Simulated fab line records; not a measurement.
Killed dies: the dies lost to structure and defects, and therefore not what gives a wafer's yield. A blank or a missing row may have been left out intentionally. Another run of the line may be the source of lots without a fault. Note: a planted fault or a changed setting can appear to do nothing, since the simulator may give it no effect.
fab line records    flow n5-finfet
record: lots: 8  wafers: 24  last-day: 17
route steps=1938 shown BEOL_M3@973 BEOL_M4@1111 PASSIVATION@1936
lots that met no fault: from a run of the same line without faults
start-h: hours from the record's first day to the start of the lot's first wafer shown    wait-h: hours since the lot's step before    " identical to the entry in the row above    L1.1+2: a single row standing in for several wafers    - no value present, or no start provided    * or withheld: withheld    < > ~ a bound
route shown NAME@n: names a module that has steps shown in the file, with the first one's number in the route    usual: the fault-free wafers' mean and standard deviation    same: alike in all rows    chamber/n: place in a boat    sites: the reading at each site    _std_site: how widely they spread, as a standard deviation    _edge_site: inner sites' mean taken away from outer sites' mean    radius-mm: how far each site lies from the wafer's centre    mask NAME#n: copy n    behind: tool/chamber where the wafer was last shaped    hold: what put the lot on hold/how long, in hours/how the hold closed    device: whichever transistor did not switch (one of n, p or np)    end of line: tests of these same wafers at the route's end    where a step has no rows: the recipe by itself    killed: dies that structure and defects cost at the first sort, which is not the same as the wafer's yield    map: the dies of a wafer, with x for killed, . for not killed, _ for no die there
set.NAME: setting as actually run; set.NAME@STEP: the setting as run at that earlier step    model.NAME: the simulator's own value behind a step, which no gauge read
the route's steps for a sample of lots (tables are steps, rows are wafers)
services: when a tool's chamber went out of use (start-h, in hours from the record's first day, below 0 if earlier), for how many hours, and the reason
== steps ==
step: N5_BEOL_M3_ETCHBACK_99
recipe: chemistry: CHF3  target: SiO2  target-depth-a: 50  time-s: 10.4  source-w: 215  bias-w: 47  Ar_flow_sccm: 200  CHF3_flow_sccm: 12  ion-energy-ev: 100  pressure-mtorr: 30
usual: drypump-motor-current-A: 5.6/0.46  oes-product-au: 0.81/0.097  rf-vpp-V: 239.7/2.3  showerhead-plenum-p-Torr: 2.12/0.057  throttle-valve-pct: 16.95/0.17
lot.wafer  tool         chamber  start-h  wait-h  drypump-motor-current-A  oes-product-au  rf-hours-counter-h  rf-vpp-V  showerhead-plenum-p-Torr  throttle-valve-pct
L406.3     rie-diel-06  0        191.51   5.9     5.8                      0.95            16                  238.0     2.11                      16.74
L406.4     "            3        "        "       5.9                      0.85            56                  239.0     2.10                      16.80
L406.5     "            2        "        "       5.6                      0.69            -                   241.2     2.13                      16.89
L412.1     rie-diel-06  2        221.19   0.2     5.7                      0.68            231                 240.6     2.12                      16.91
L412.2     "            3        "        "       5.9                      0.84            66                  239.0     2.09                      16.83
L412.3     "            0        "        "       5.8                      0.93            26                  237.7     2.10                      16.76
L413.1     rie-diel-06  0        230.94   0.6     5.8                      0.92            32                  238.3     2.10                      16.78
L413.4     "            2        "        "       5.6                      0.68            236                 240.0     2.12                      16.93
L413.5     "            3        "        "       5.9                      0.83            -                   239.5     2.09                      16.82
L415.3     rie-diel-01  3        248.31   0.7     4.7                      0.80            112                 242.4     2.07                      16.84
L415.4     "            2        "        "       5.0                      0.80            95                  239.0     2.08                      16.82
L415.6     "            0        "        "       5.8                      0.73            -                   244.9     2.24                      17.29
L416.1     rie-diel-02  3        256.55   1.5     5.6                      0.68            225                 240.6     2.21                      17.12
L416.2     "            1        "        "       6.1                      0.92            23                  237.7     2.12                      16.98
L416.6     "            2        "        "       6.0                      0.90            -                   241.7     2.10                      16.95
L420.1     rie-diel-02  3        275.45   5.2     5.5                      0.68            232                 239.5     2.20                      17.14
L420.4     "            0        "        "       5.9                      0.69            247                 238.4     2.12                      17.26
L420.5     "            1        "        "       6.1                      0.90            -                   238.0     2.11                      16.97
L422.2     rie-diel-02  3        285.90   5.5     5.6                      0.67            236                 239.8     2.20                      17.13
L422.3     "            1        "        "       6.0                      0.90            34                  239.6     2.11                      16.99
L422.6     "            2        "        "       6.0                      0.90            -                   240.6     2.10                      16.98
L421.3     rie-diel-01  2        294.11   5.5     4.9                      0.78            111                 239.4     2.08                      16.86
L421.4     "            3        "        "       4.7                      0.79            128                 240.9     2.06                      16.88
L421.6     "            1        "        "       5.7                      0.72            -                   236.7     2.05                      16.83
step: N5_BEOL_M3_ETCH_70
recipe: chemistry: N2/H2  target: SOC  target-depth-a: 800  overetch-a: 160  mask-material: SiARC  temp-c: 40  time-s: 120  ion-energy-ev: 200  pressure-mtorr: 30  source-w: 840  bias-w: 150  n2-flow-sccm: 200  h2-flow-sccm: 200
usual: bias-w: 150.0/0.5  drypump-motor-current-A: 5.7/0.46  oes-product-au: 0.62/0.071  rf-vpp-V: 522.9/2.1  showerhead-plenum-p-Torr: 2.51/0.067  throttle-valve-pct: 17.71/0.18
lot.wafer  tool         chamber  start-h  wait-h  bias-w  drypump-motor-current-A  oes-product-au  rf-hours-counter-h  rf-vpp-V  showerhead-plenum-p-Torr  throttle-valve-pct
L406.3     rie-diel-06  0        191.54   0.0     149.0   5.8                      0.72            16                  522.5     2.49                      17.44
L406.4     "            3        "        "       149.7   5.9                      0.64            56                  521.9     2.47                      17.55
L406.5     "            2        "        "       150.0   5.6                      0.53            -                   523.4     2.52                      17.67
L412.1     rie-diel-06  2        221.23   0.0     150.3   5.6                      0.53            231                 523.0     2.51                      17.70
L412.2     "            3        "        "       149.2   5.9                      0.64            66                  520.7     2.47                      17.56
L412.3     "            0        "        "       149.4   5.8                      0.70            26                  521.8     2.48                      17.44
L413.1     rie-diel-06  0        230.98   0.0     149.7   5.8                      0.70            32                  521.6     2.48                      17.43
L413.4     "            2        "        "       150.1   5.7                      0.53            236                 521.8     2.51                      17.71
L413.5     "            3        "        "       151.6   5.9                      0.64            -                   521.8     2.47                      17.58
L415.3     rie-diel-01  3        248.35   0.0     149.9   4.7                      0.61            112                 521.6     2.46                      17.65
L415.4     "            2        "        "       150.6   5.0                      0.61            95                  522.9     2.47                      17.64
L415.6     "            0        "        "       149.8   5.8                      0.56            -                   526.7     2.64                      18.11
L416.1     rie-diel-02  3        256.58   0.0     149.8   5.6                      0.52            225                 526.9     2.62                      17.99
L416.2     "            1        "        "       150.0   6.0                      0.69            23                  522.7     2.48                      17.59
L416.6     "            2        "        "       151.1   6.0                      0.69            -                   522.4     2.48                      17.70
L420.1     rie-diel-02  3        275.49   0.0     150.9   5.6                      0.52            232                 525.4     2.62                      18.00
L420.4     "            0        "        "       149.3   5.9                      0.53            247                 523.0     2.50                      17.90
L420.5     "            1        "        "       150.2   6.1                      0.69            -                   522.5     2.48                      17.58
L422.2     rie-diel-02  3        285.93   0.0     150.0   5.6                      0.52            236                 526.9     2.62                      18.02
L422.3     "            1        "        "       150.3   6.1                      0.68            34                  521.1     2.48                      17.57
L422.6     "            2        "        "       149.6   6.0                      0.68            -                   521.8     2.48                      17.71
L421.3     rie-diel-01  2        294.15   0.0     148.9   5.0                      0.60            111                 520.6     2.46                      17.70
L421.4     "            3        "        "       149.5   4.7                      0.60            128                 523.0     2.45                      17.67
L421.6     "            1        "        "       150.1   5.8                      0.56            -                   521.2     2.43                      17.61
step: N5_BEOL_M3_STRIP_36
recipe: chemistry: N2/H2  power-w: 450  temp-c: 40  pressure-mtorr: 20  rf-frequency-hz: 6e+07  overash-fraction: 0.3  bias-power-w: 7  h2-frac: 0.5  n2-flow-sccm: 200  h2-flow-sccm: 200
usual: drypump-motor-current-A: 5.7/0.46  oes-product-au: 0.81/0.096  rf-vpp-V: 59.0/1.5  showerhead-plenum-p-Torr: 2.51/0.067  throttle-valve-pct: 23.53/0.23
lot.wafer  tool         chamber  start-h  wait-h  drypump-motor-current-A  oes-product-au  rf-hours-counter-h  rf-vpp-V  showerhead-plenum-p-Torr  throttle-valve-pct
L406.3     rie-diel-06  0        191.70   0.0     5.8                      0.94            16                  57.2      2.48                      23.14
L406.4     "            3        "        "       5.9                      0.83            56                  56.9      2.47                      23.41
L406.5     "            2        "        "       5.6                      0.69            -                   60.3      2.51                      23.41
L412.1     rie-diel-06  2        221.39   0.0     5.7                      0.68            232                 58.0      2.51                      23.45
L412.2     "            3        "        "       5.9                      0.82            66                  56.9      2.46                      23.42
L412.3     "            0        "        "       5.8                      0.92            26                  60.4      2.48                      23.15
L413.1     rie-diel-06  0        231.14   0.0     5.8                      0.92            32                  59.7      2.48                      23.17
L413.4     "            2        "        "       5.6                      0.68            236                 58.4      2.51                      23.42
L413.5     "            3        "        "       5.9                      0.83            -                   56.7      2.46                      23.43
L415.3     rie-diel-01  3        248.51   0.0     4.7                      0.80            112                 59.7      2.45                      23.45
L415.4     "            2        "        "       5.0                      0.78            95                  58.8      2.46                      23.56
L415.6     "            0        "        "       5.7                      0.74            -                   59.9      2.64                      24.06
L416.1     rie-diel-02  3        256.74   0.0     5.6                      0.68            225                 56.8      2.62                      23.82
L416.2     "            1        "        "       6.0                      0.92            23                  60.1      2.48                      23.34
L416.6     "            2        "        "       6.0                      0.91            -                   58.9      2.48                      23.55
L420.1     rie-diel-02  3        275.65   0.0     5.6                      0.68            232                 57.6      2.62                      23.81
L420.4     "            0        "        "       6.0                      0.69            247                 59.0      2.50                      23.64
L420.5     "            1        "        "       6.0                      0.90            -                   60.1      2.47                      23.33
L422.2     rie-diel-02  3        286.09   0.0     5.6                      0.67            236                 60.6      2.61                      23.83
L422.3     "            1        "        "       6.1                      0.90            34                  61.7      2.47                      23.34
L422.6     "            2        "        "       6.0                      0.88            -                   58.2      2.47                      23.57
L421.3     rie-diel-01  3        294.31   0.0     4.7                      0.78            128                 58.2      2.45                      23.44
L421.4     "            3        "        "       4.7                      0.79            -                   59.5      2.45                      23.48
L421.6     "            1        "        "       5.8                      0.72            -                   58.6      2.42                      23.35
step: N5_BEOL_M3_TRENCH_ETCH_37
recipe: chemistry: C4F6/O2  target-depth-a: 555.55  target: SiOC  time-s: 29.2  ion-energy-ev: 250  pressure-mtorr: 30  source-w: 355  bias-w: 185  Ar_flow_sccm: 300  C4F6_flow_sccm: 10  O2_flow_sccm: 10
usual: C4F6_flow_sccm: 9.999/0.03  bias-w: 185.0/0.55  drypump-motor-current-A: 5.6/0.47  oes-product-au: 0.81/0.097  rf-vpp-V: 663/6.1  showerhead-plenum-p-Torr: 2.81/0.073  throttle-valve-pct: 20.73/0.17
lot.wafer  tool         chamber  start-h  wait-h  C4F6_flow_sccm  bias-w  drypump-motor-current-A  oes-product-au  rf-hours-counter-h  rf-vpp-V  showerhead-plenum-p-Torr  throttle-valve-pct
L406.3     rie-diel-06  0        191.74   -       10.021          185.5   5.8                      0.94            16                  659       2.79                      20.53
L406.4     "            3        "        "       9.970           184.6   5.9                      0.84            56                  660       2.78                      20.59
L406.5     "            2        "        "       10.038          185.9   5.7                      0.68            -                   666       2.81                      20.61
L412.1     rie-diel-06  2        221.43   -       9.991           184.5   5.7                      0.69            232                 664       2.81                      20.65
L412.2     "            3        "        "       9.997           197.6   5.9                      0.84            66                  694       2.77                      20.62
L412.3     "            0        "        "       10.014          184.7   5.8                      0.92            26                  659       2.79                      20.55
L413.1     rie-diel-06  0        231.18   -       10.016          185.9   5.8                      0.92            32                  659       2.78                      20.55
L413.4     "            2        "        "       10.009          185.6   5.7                      0.68            236                 663       2.80                      20.63
L413.5     "            3        "        "       10.011          197.2   5.9                      0.85            -                   697       2.77                      20.63
L415.3     rie-diel-01  3        248.55   -       10.015          185.3   4.6                      0.81            112                 664       2.74                      20.60
L415.4     "            2        "        "       9.968           184.4   4.9                      0.79            95                  662       2.76                      20.60
L415.6     "            0        "        "       10.029          185.1   5.7                      0.73            -                   676       2.96                      21.10
L416.1     rie-diel-02  3        256.78   -       9.936           185.1   5.6                      0.68            225                 667       2.92                      20.87
L416.2     "            1        "        "       9.929           185.2   6.0                      0.92            23                  658       2.80                      20.81
L416.6     "            2        "        "       9.998           185.6   6.0                      0.91            -                   659       2.78                      20.77
L420.1     rie-diel-02  3        275.69   -       9.964           185.0   5.6                      0.67            232                 667       2.91                      20.87
L420.4     "            0        "        "       10.035          185.4   6.0                      0.69            247                 658       2.81                      21.00
L420.5     "            1        "        "       10.068          185.3   6.0                      0.90            -                   658       2.80                      20.81
L422.2     rie-diel-02  3        286.13   -       10.021          185.4   5.5                      0.68            236                 666       2.91                      20.86
L422.3     "            1        "        "       10.046          185.3   6.0                      0.90            34                  660       2.79                      20.83
L422.6     "            2        "        "       9.966           185.5   6.0                      0.90            -                   659       2.77                      20.80
L421.3     rie-diel-01  3        294.35   -       9.974           185.7   4.7                      0.78            128                 666       2.73                      20.60
L421.4     "            3        "        "       10.015          185.5   4.7                      0.78            -                   665       2.73                      20.61
L421.6     "            1        "        "       10.045          185.2   5.8                      0.71            -                   654       2.71                      20.55
step: N5_BEOL_M4_RC_MEAS_101
usual: DIBL_N: 35.9/1.3  DIBL_P: 35.9/1.6  IOFF_N: 0.156/0.022  IOFF_P: 0.205/0.023  ION_N: 675/9  ION_P: 463/5.6  SS_N: 71.4/0.57  SS_P: 73.1/0.52  VT_N: 249.7/2.8  VT_P: -250.2/2.5
lot.wafer  tool       chamber  start-h  wait-h  DIBL_N[mV/V]  DIBL_P[mV/V]  IOFF_N[nA/um]  IOFF_P[nA/um]  ION_N[uA/um]  ION_P[uA/um]  SS_N[mV/dec]  SS_P[mV/dec]  VT_N[mV]  VT_P[mV]
L406.3     prober-02  0        205.60   0.3     34.7          35.5          0.136          0.218          673           467           71.1          72.3          249.2     -247.6
L406.4     "          0        "        "       37.3          38.2          0.170          0.266          675           472           72.1          73.3          248.7     -243.5
L406.5     "          0        "        "       35.3          35.8          0.142          0.223          679           474           71.8          72.5          250.7     -248.0
L412.1     prober-02  0        235.90   0.0     37.2          36.7          0.181          0.257          677           469           72.4          73.4          246.8     -245.6
L412.2     "          0        "        "       36.3          35.5          0.157          0.219          664           464           72.0          72.3          250.5     -248.8
L412.3     "          0        "        "       36.0          35.5          0.153          0.230          669           474           71.7          73.2          252.2     -247.1
L413.1     prober-02  0        256.13   0.0     35.0          34.1          0.152          0.185          682           461           71.5          72.6          249.4     -250.4
L413.4     "          0        "        "       35.4          34.7          0.160          0.192          683           458           71.3          72.6          248.1     -252.3
L413.5     "          0        "        "       34.6          34.4          0.155          0.186          685           465           71.3          72.8          248.4     -250.2
L415.3     prober-01  0        262.17   0.3     35.8          35.4          0.154          0.198          684           464           71.5          72.8          249.4     -249.8
L415.4     "          0        "        "       36.7          36.7          0.179          0.222          679           465           71.5          73.8          247.4     -249.7
L415.6     "          0        "        "       33.9          33.8          0.128          0.175          664           457           71.3          72.9          250.7     -252.9
L416.1     prober-02  0        272.72   0.0     38.3          37.3          0.176          0.246          678           469           70.9          73.8          249.1     -246.2
L416.2     "          0        "        "       36.2          35.6          0.139          0.225          664           472           70.7          73.2          250.8     -244.7
L416.6     "          0        "        "       36.1          36.0          0.146          0.226          672           473           71.4          72.6          249.6     -248.5
L420.1     prober-02  0        293.45   0.0     38.2          37.6          0.172          0.217          680           462           71.6          74.0          247.7     -248.9
L420.4     "          0        "        "       37.4          36.7          0.151          0.204          663           457           71.9          73.9          251.6     -250.7
L420.5     "          0        "        "       39.1          39.4          0.197          0.249          679           463           72.1          74.4          246.0     -247.2
L422.2     prober-02  0        298.43   0.2     38.9          38.9          0.200          0.240          683           463           71.4          74.7          246.9     -249.0
L422.3     "          0        "        "       38.1          36.9          0.182          0.209          680           460           71.7          73.5          248.8     -250.7
L422.6     "          0        "        "       37.4          36.3          0.172          0.203          680           462           71.7          73.1          250.2     -252.5
L421.3     prober-01  0        314.45   0.3     34.8          33.5          0.121          0.176          667           466           71.0          72.4          252.6     -252.6
L421.4     "          0        "        "       35.9          35.1          0.141          0.204          671           468           71.4          73.3          251.9     -248.8
L421.6     "          0        "        "       35.1          33.4          0.122          0.179          669           464           70.9          73.0          252.8     -248.2
step: N5_PASSIVATION_PROBE_49
usual: defect-limited-yield: 91.3/1.4  killed_at_M0_to_M3: 35/11  killed_at_M4_up: 14/5.4  killed-at-contacts: 12/6.2  killed-at-front-end: 38/11  killed-at-other: 4.1/2.8  killed-dies: 103/17  killed-open: 66/13  killed-short: 34/8.2  sort_bin_5_function: 5.1/0.89  sort_bin_6_memory: 3.3/0.72  sort_bin_8_speed: 0.00/0.0099  sort-n-pass: 1077/17  sort-yield-pct: 91.3/1.4
same: gross-dies: 1180  killed-at-back-side: 0  sort_bin_4_leakage[%]: 0
lot.wafer  tool       chamber  start-h  wait-h  defect-limited-yield[%]  killed_at_M0_to_M3  killed_at_M4_up  killed-at-contacts  killed-at-front-end  killed-at-other  killed-dies  killed-open  killed-short  sort_bin_5_function[%]  sort_bin_6_memory[%]  sort_bin_8_speed[%]  sort-n-pass  sort-yield-pct[%]
L412.1     prober-02  -        345.97   0.0     92.2                     23                  13               12                  39                   5                92           59           29            4.2                     3.3                   0                    1088         92.2
L412.2     prober-02  -        346.02   0.1     91.5                     37                  10               8                   40                   5                100          67           31            5.5                     2.6                   0                    1080         91.5
L412.3     prober-02  -        346.07   0.1     89.7                     27                  15               7                   68                   5                122          81           40            6.1                     3.7                   0                    1058         89.7
L413.1     prober-02  -        362.96   0.0     88.7                     41                  22               9                   53                   8                133          97           36            6.9                     3.6                   0                    1047         88.7
L413.4     prober-02  -        363.11   0.2     91.4                     31                  10               15                  41                   4                101          70           30            5.8                     2.5                   0                    1079         91.4
L413.5     prober-02  -        363.16   0.2     89.7                     48                  18               6                   43                   6                121          83           36            5.7                     4.1                   0                    1059         89.7
L422.2     prober-02  -        409.01   0.1     91.2                     40                  16               7                   39                   2                104          56           48            5.2                     3.6                   0                    1076         91.2
L422.3     prober-02  -        409.06   0.1     92.6                     34                  20               14                  17                   2                87           62           25            3.7                     3.2                   0                    1093         92.6
L422.6     prober-02  -        409.21   0.3     92.9                     25                  13               7                   35                   4                84           52           32            4.8                     1.9                   0                    1096         92.9
L421.3     prober-01  -        414.22   0.1     92.0                     44                  21               7                   17                   5                94           62           29            4.6                     2.8                   0                    1086         92.0
L421.4     prober-01  -        414.27   0.2     91.4                     41                  17               4                   34                   6                102          66           34            4.7                     3.9                   0                    1078         91.4
L421.6     prober-01  -        414.37   0.3     90.5                     53                  17               7                   34                   1                112          76           35            6.2                     3.3                   0                    1068         90.5
killed by level:class
L412.1 FIN_SAQP:geometric-particle:open=10 STI_FIN_REVEAL:geometric-particle:open=8 FIN_SAQP:geometric-particle:short=7 MOL_CONTACT_COAG:geometric-particle:open=7 BEOL_M0_SAQP:geometric-particle:short=5 BEOL_M3:geometric-particle:open=5 BEOL_M4:geometric-particle:open=5 BEOL_M0_SAQP:geometric-particle:open=4
L412.2 STI_FIN_REVEAL:geometric-particle:open=16 FIN_SAQP:geometric-particle:open=7 GATE_CUT:geometric-particle:short=6 BEOL_M0_SAQP:geometric-particle:open=6 BEOL_M1:geometric-particle:open=6 BEOL_M2:geometric-particle:open=6 MOL_CONTACT_COAG:geometric-particle:open=5 BEOL_M4:geometric-particle:open=5
L412.3 STI_FIN_REVEAL:geometric-particle:open=23 BEOL_M0_SAQP:geometric-particle:short=8 ILD0:geometric-particle:short=7 MOL_CONTACT_COAG:geometric-particle:open=7 FIN_SAQP:geometric-particle:open=6 FIN_SAQP:geometric-particle:short=6 BEOL_M4:geometric-particle:open=6 DUMMY_GATE:geometric-particle:open=5
L413.1 FIN_SAQP:geometric-particle:open=14 BEOL_M4:geometric-particle:open=11 BEOL_M3:geometric-particle:open=10 BEOL_M1:geometric-particle:open=9 DUMMY_GATE:geometric-particle:open=8 MOL_CONTACT_COAG:geometric-particle:open=8 STI_FIN_REVEAL:geometric-particle:open=7 BEOL_M0_SAQP:geometric-particle:short=7
L413.4 MOL_CONTACT_COAG:geometric-particle:open=14 STI_FIN_REVEAL:geometric-particle:open=13 BEOL_M0_SAQP:geometric-particle:open=8 BEOL_M2:geometric-particle:open=8 FIN_SAQP:geometric-particle:short=6 BEOL_M0_SAQP:geometric-particle:short=6 BEOL_M4:geometric-particle:open=6 FIN_SAQP:geometric-particle:open=5
L413.5 BEOL_M0_SAQP:geometric-particle:short=12 BEOL_M0_SAQP:geometric-particle:open=12 STI_FIN_REVEAL:geometric-particle:open=8 BEOL_M2:geometric-particle:open=6 BEOL_M4:geometric-particle:open=6 FIN_SAQP:geometric-particle:open=5 DUMMY_GATE:geometric-particle:open=5 ILD0:geometric-particle:open=5
L422.2 BEOL_M0_SAQP:geometric-particle:short=15 FIN_SAQP:geometric-particle:short=9 FIN_SAQP:geometric-particle:open=7 BEOL_M0_SAQP:geometric-particle:open=7 ILD0:geometric-particle:short=6 MOL_CONTACT_COAG:geometric-particle:open=6 BEOL_M3:geometric-particle:open=6 STARTING-WAFER:geometric-particle:open=6
L422.3 MOL_CONTACT_COAG:geometric-particle:open=12 BEOL_M0_SAQP:geometric-particle:open=9 BEOL_M4:geometric-particle:open=9 BEOL_M2:geometric-particle:open=8 BEOL_M0_SAQP:geometric-particle:short=6 STI_FIN_REVEAL:geometric-particle:open=4 BEOL_M3:geometric-particle:open=4 STARTING-WAFER:geometric-particle:short=4
L422.6 STI_FIN_REVEAL:geometric-particle:open=7 BEOL_M4:geometric-particle:open=7 MOL_CONTACT_COAG:geometric-particle:open=6 STI_FIN_REVEAL:geometric-particle:short=5 GATE_CUT:geometric-particle:short=5 BEOL_M0_SAQP:geometric-particle:short=5 BEOL_M3:geometric-particle:open=5 BEOL_M0_SAQP:geometric-particle:open=4
L421.3 BEOL_M0_SAQP:geometric-particle:open=14 BEOL_M3:geometric-particle:open=12 BEOL_M0_SAQP:geometric-particle:short=11 BEOL_M4:geometric-particle:open=8 BEOL_M7:geometric-particle:open=7 MOL_CONTACT_COAG:geometric-particle:open=6 BEOL_M5:geometric-particle:open=4 STARTING-WAFER:geometric-particle:open=4
L421.4 BEOL_M0_SAQP:geometric-particle:short=17 FIN_SAQP:geometric-particle:open=15 BEOL_M0_SAQP:geometric-particle:open=10 BEOL_M3:geometric-particle:open=6 BEOL_M4:geometric-particle:open=6 STI_FIN_REVEAL:geometric-particle:open=5 BEOL_M5:geometric-particle:open=5 MOL_CONTACT_COAG:geometric-particle:open=3
L421.6 FIN_SAQP:geometric-particle:open=14 BEOL_M0_SAQP:geometric-particle:open=11 BEOL_M2:geometric-particle:open=11 BEOL_M3:geometric-particle:open=9 BEOL_M0_SAQP:geometric-particle:short=8 MOL_CONTACT_COAG:geometric-particle:open=7 BEOL_M3:geometric-particle:short=6 STI_FIN_REVEAL:geometric-particle:open=5
== services ==
tool         chamber  start-h  hours  kind
rie-diel-02  -        215.56   14.6   pm
rie-diel-01  -        231.04   0.4    repair
rie-diel-06  -        276.05   14.6   pm
rie-diel-02  -        279.98   0.2    repair
rie-diel-02  0        283.46   -      clean
rie-diel-02  0        283.46   -      consumable-replace:focus-ring
rie-diel-02  0        283.46   27.3   scheduled-down
rie-diel-02  0        283.46   27.3   vent-cycle
== key ==
first-sign: step: N5_BEOL_M3_TRENCH_ETCH_37  reading: bias-w  direction: up  sigmas: 22  usual: *  struck: *
effect: step: N5_BEOL_M3_TRENCH_ETCH_37  reading: rf-vpp-V  direction: up  sigmas: 5.3  usual: 663  struck: 696
met-at N5_BEOL_M3_TRENCH_ETCH_37
struck-lots L412,L413
struck-wafers L412.2,L413.5
not-acting-at N5_BEOL_M3_ETCHBACK_99,N5_BEOL_M3_ETCH_70,N5_BEOL_M3_STRIP_36
onset-between 191.74 221.43
fault: kind: process-parameter-drift  tool: rie-diel-06  chamber: 3  onset-h: 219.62  steps: N5_BEOL_M3_TRENCH_ETCH_37  channel: bias-w  offset: *  shape: step  end-h: 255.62  acts-in: *  stated: *
